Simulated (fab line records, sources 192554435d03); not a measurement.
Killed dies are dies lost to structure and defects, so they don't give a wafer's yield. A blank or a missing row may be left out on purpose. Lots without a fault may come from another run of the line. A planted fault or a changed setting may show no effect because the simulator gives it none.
Chamber matching | flow n5_finfet | N5_GATE_CUT_HM_DEP_46 on pecvd-04: 3 sister chambers
The step deposits SiO2 from TEOS/O2, target thk 130 nm, time 26.6 s. 22 wafers are shown with their chamber, then 11 later ones without.

WAFERS WITH THEIR CHAMBER
wafer  | chamber | throttle_valve_pct (%) | showerhead_plenum_p_Torr (Torr) | heater_power_outer_w (W)
L074.2 | 1       | 20.7                   | 8.37                            | 312
L074.5 | 2       | 17.5                   | 8.39                            | 355
L074.6 | 1       | 20.4                   | 8.41                            | 313
L075.2 | 0       | 18.9                   | 8.45                            | 232
L075.3 | 1       | 20.6                   | 8.37                            | 273
L075.4 | 0       | 19.0                   | 8.41                            | 237
L078.1 | 2       | 17.5                   | 8.37                            | 362
L078.3 | 1       | 20.9                   | 8.33                            | 340
L078.5 | 0       | 19.0                   | 8.45                            | 189
L079.3 | 1       | 20.6                   | 8.37                            | 280
L079.5 | 2       | 17.4                   | 8.38                            | 369
L079.6 | 0       | 18.8                   | 8.47                            | 258
L080.3 | 2       | 17.4                   | 8.39                            | 377
L080.5 | 0       | 19.1                   | 8.45                            | 246
L080.6 | 1       | 20.8                   | 8.36                            | 276
L081.1 | 2       | 17.3                   | 8.40                            | 332
L081.3 | 0       | 19.0                   | 8.45                            | 187
L081.6 | 0       | 19.1                   | 8.46                            | 199
L085.2 | 1       | 20.8                   | 8.35                            | 294
L085.3 | 2       | 17.5                   | 8.37                            | 331
L085.6 | 2       | 17.4                   | 8.39                            | 335
L086.1 | 0       | 19.1                   | 8.47                            | 290

SIGNATURES (means of the wafers above)
reading                  | chamber 0 | chamber 1 | chamber 2 | scatter within a chamber
throttle_valve_pct       | 19.000    | 20.686    | 17.429    | 0.122
showerhead_plenum_p_Torr | 8.4512    | 8.3657    | 8.3843    | 0.019
heater_power_outer_w     | 229.75    | 298.29    | 351.57    | 28.1
Rule: a wafer's distance from a chamber is the root of the sum, over the readings, of the square of ((its reading less the chamber's mean) divided by the reading's scatter). The wafer belongs to the nearest chamber; if the next one is less than 2 further off, it can't be placed. The scatter: the root of (the sum of the squares of (reading less its chamber's mean) over the shown wafers, divided by (wafers less chambers)).

WAFERS WITHOUT THEIR CHAMBER
wafer  | throttle_valve_pct (%) | showerhead_plenum_p_Torr (Torr) | heater_power_outer_w (W)
L086.4 | 18.8                   | 8.45                            | 285
L086.6 | 20.9                   | 8.37                            | 319
L090.1 | 17.7                   | 8.38                            | 330
L090.4 | 20.6                   | 8.35                            | 327
L090.5 | 19.1                   | 8.48                            | 176
L096.1 | 18.1                   | 8.38                            | 392
L096.2 | 20.7                   | 8.39                            | 274
L096.3 | 18.9                   | 8.45                            | 219
L095.1 | 19.1                   | 8.45                            | 220
L095.2 | 20.7                   | 8.37                            | 236
L095.4 | 17.4                   | 8.38                            | 348

WHICH CHAMBER EACH WENT THROUGH
wafer  | from the rows above | in truth
L086.4 | 0                   | 0
L086.6 | 1                   | 1
L090.1 | 2                   | 2
L090.4 | 1                   | 1
L090.5 | 0                   | 0
L096.1 | 2                   | 2
L096.2 | 1                   | 1
L096.3 | 0                   | 0
L095.1 | 0                   | 0
L095.2 | 1                   | 1
L095.4 | 2                   | 2
Placed correctly: 11 of 11. Can't be placed from these rows: 0. Placed wrongly: 0.
